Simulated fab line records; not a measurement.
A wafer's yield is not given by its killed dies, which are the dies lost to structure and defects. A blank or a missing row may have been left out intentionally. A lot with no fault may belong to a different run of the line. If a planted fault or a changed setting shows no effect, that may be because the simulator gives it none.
Matching of chambers | flow n5-finfet | N5_BEOL_M9_STRIP_67 on rie-diel-05: 4 sister chambers
The step strips in CF4. 4 wafers are shown with their chamber, then 10 later ones without.

## WAFERS, EACH WITH ITS CHAMBER
wafer  | chamber | drypump-motor-current-A (A)
L091.1 | 2       | 5.65
L091.3 | 1       | 5.18
L093.1 | 0       | 5.77
L093.3 | 3       | 5.75

## WAFERS WHOSE CHAMBER IS MISSING
wafer  | drypump-motor-current-A (A)
L093.5 | 5.75
L092.3 | 5.76
L092.4 | 5.76
L092.5 | 5.64
L095.1 | 5.78
L095.5 | 5.80
L095.6 | 5.76
L097.1 | 5.18
L097.3 | 5.76
L097.5 | 5.67

## CHAMBER TAKEN BY EACH
wafer  | from the rows above     | in truth
L093.5 | can't be placed: 3 or 0 | 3
L092.3 | can't be placed: 0 or 3 | 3
L092.4 | can't be placed: 0 or 3 | 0
L092.5 | 2                       | 2
L095.1 | can't be placed: 0 or 3 | 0
L095.5 | can't be placed: 0 or 3 | 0
L095.6 | can't be placed: 0 or 3 | 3
L097.1 | 1                       | 1
L097.3 | can't be placed: 0 or 3 | 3
L097.5 | 2                       | 2
3 of 10 placed correctly. Unplaceable from these rows: 7, with the true chamber sitting among the candidates in 7. Wrongly placed: 0.
How it was worked out, from the rows above alone: a wafer's distance from a chamber is the root of the sum, over the readings, of the square of ((its reading less the chamber's mean) divided by the reading's scatter). The wafer belongs to the nearest chamber; if the next one is less than 2 further off, it can't be placed. Each chamber's mean is taken over the wafers shown for it. The scatter: with one shown wafer a chamber, the root of the mean of the squares of how far each hidden wafer lies from its nearest shown one.
